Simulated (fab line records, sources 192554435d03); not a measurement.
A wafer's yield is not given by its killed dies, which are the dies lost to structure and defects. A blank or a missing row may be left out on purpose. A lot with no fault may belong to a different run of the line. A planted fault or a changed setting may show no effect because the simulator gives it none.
Which tool is to blame? | flow n5Finfet | 12 lots with 36 wafers sampled at 2 steps, on a route of 1938 steps

WHAT THE GAUGES SHOWED, per wafer
N5_BEOL_M6_THK_MEAS_53: measures by xrf. Usual: M6_THK typically reads 79.6 nm, with standard deviation 2.2.
lot  | measured     | on           | M6_THK (nm)    | flag
L674 | day 9 17:41  | filmMetro-02 | 80.9 80.3 82.6 | 
L675 | day 10 10:50 | filmMetro-01 | 76.7 82.5 77.9 | 
L676 | day 10 19:28 | filmMetro-01 | 80.2 80.4 80.3 | 
L678 | day 10 23:13 | filmMetro-01 | 81.2 81.5 79.0 | 
L679 | day 11 00:52 | filmMetro-02 | 78.4 77.0 82.2 | 
L682 | day 11 04:29 | filmMetro-02 | 79.7 76.2 77.4 | 
L684 | day 12 18:10 | filmMetro-02 | 75.2 80.2 77.0 | 
L686 | day 13 10:30 | filmMetro-02 | 79.9 78.7 78.1 | 
L691 | day 13 20:20 | filmMetro-01 | 80.9 81.5 81.8 | 
L692 | day 14 08:17 | filmMetro-01 | 79.5 78.7 82.5 | 
L693 | day 14 13:39 | filmMetro-02 | 77.8 76.0 81.2 | 
L696 | day 15 20:41 | filmMetro-02 | 85.4 81.2 80.1 | 

WHAT TOOL EACH LOT RAN ON (gives the tool, then ch and the chambers of the sampled wafers, and finally the start)
lot  | N5_BEOL_M6_CURE_75
L674 | uvCure-01 ch 2, day 9 15:35
L675 | uvCure-03 ch 2, day 10 08:20
L676 | uvCure-02 ch 1, day 10 15:38
L678 | uvCure-03 ch 1, day 10 21:24
L679 | uvCure-02 ch 1, day 10 22:46
L682 | uvCure-02 ch 2, day 11 02:47
L684 | uvCure-02 ch 2, day 12 14:26
L686 | uvCure-02 ch 0, day 13 07:38
L691 | uvCure-02 ch 2, day 13 18:12
L692 | uvCure-02 ch 1, day 14 05:50
L693 | uvCure-03 ch 2, day 14 09:29
L696 | uvCure-02 ch 1, day 15 18:10
- N5_BEOL_M6_CURE_75: cures SiCOH lowk, time 120 s.

WHAT THE TOOLS THEMSELVES READ (means of the sampled wafers that have a number; where no wafer has one, the mark that the record gives instead)
N5_BEOL_M6_CURE_75. Usual: lampPowerPct 52.32 %, standard deviation 0.058; wafer_temp_C_max 371.9, standard deviation 0.45.
lot  | tool      | lampPowerPct (%) | wafer_temp_C_max | flag
L674 | uvCure-01 | 52.31            | 371.7            | 
L675 | uvCure-03 | 52.33            | 372.0            | 
L676 | uvCure-02 | 52.33            | 371.8            | 
L678 | uvCure-03 | 52.32            | 371.0            | 
L679 | uvCure-02 | 52.27            | 371.7            | 
L682 | uvCure-02 | 52.31            | 371.9            | 
L684 | uvCure-02 | 52.35            | 372.1            | 
L686 | uvCure-02 | 52.35            | 371.6            | 
L691 | uvCure-02 | 52.34            | 372.2            | 
L692 | uvCure-02 | 52.33            | 372.1            | 
L693 | uvCure-03 | 52.32            | 371.9            | 
L696 | uvCure-02 | 52.30            | 371.9            | 

THE ANSWER, worked out from the rows above alone
Rule: lot off if the mean of its wafers having a number is beyond 3 standard deviations from the usual mean. A lot without any number at a reading at which 4 lots or more have one is off too. Where the step has rows for the other lots, those lots are counted as sound. First the gauges in route order, then the tools' own readings, where a lot's mean is used as printed above. At the first step where some lot is off, the reading lying furthest off is the one used; lots without a number count as furthest.
No lot is off on any of the readings shown, so nothing can be concluded from this.

WHAT THE SIMULATOR HAD INSERTED
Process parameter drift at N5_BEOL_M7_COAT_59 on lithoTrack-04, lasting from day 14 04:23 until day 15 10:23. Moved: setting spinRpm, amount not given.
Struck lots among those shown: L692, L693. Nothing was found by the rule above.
